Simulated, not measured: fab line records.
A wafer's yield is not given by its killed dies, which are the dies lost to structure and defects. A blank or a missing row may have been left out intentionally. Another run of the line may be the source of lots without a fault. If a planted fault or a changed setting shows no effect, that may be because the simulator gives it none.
Chamber matching ; flow nand_harc ; NHARC_A_M1_ETCH_35 on rie_diel-11: 4 sister chambers
The step etches the open film in N2/H2, target depth 40 nm, overetch 12 nm, time 43.94 s. 8 wafers are shown with their chamber, then 10 later ones without.

WAFERS PAIRED WITH THEIR CHAMBERS
wafer;chamber;showerhead_plenum_p_Torr (Torr);rf_vpp_V (V)
L082.1;2;1.95;428.7
L082.4;3;1.95;428.2
L085.2;1;2.00;429.4
L085.4;2;1.95;427.5
L087.4;1;1.99;429.9
L087.5;0;2.14;434.2
L092.3;3;1.95;427.7
L092.4;0;2.14;433.8

WAFERS WITH NO CHAMBER GIVEN
wafer;showerhead_plenum_p_Torr (Torr);rf_vpp_V (V)
L092.6;2.14;433.1
L093.1;1.95;427.5
L093.3;1.99;429.6
L093.6;1.99;428.7
L095.1;1.95;428.1
L095.2;2.14;433.2
L095.4;1.99;430.9
L097.1;1.95;427.3
L097.4;2.14;433.3
L097.6;1.95;427.3

EACH ONE'S CHAMBER
wafer;from the rows above;in truth
L092.6;0;0
L093.1;can't be placed: 3 or 2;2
L093.3;1;1
L093.6;1;1
L095.1;can't be placed: 2 or 3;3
L095.2;0;0
L095.4;1;1
L097.1;can't be placed: 3 or 2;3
L097.4;0;0
L097.6;can't be placed: 3 or 2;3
Correctly placed: 6 of 10. Can't be placed from these rows: 4 (the true chamber is among the candidates in 4). 0 placed wrongly.
How it was worked out, from the rows above alone: a wafer's distance from a chamber is the root of the sum, over the readings, of the square of ((its reading less the chamber's mean) divided by the reading's scatter). The wafer belongs to the nearest chamber; if the next one is less than 2 further off, it can't be placed. The mean given for a chamber averages the wafers shown for that chamber. The scatter: take each reading less its chamber's mean, square it, sum over the shown wafers, divide by the number of wafers less the number of chambers, and take the root.
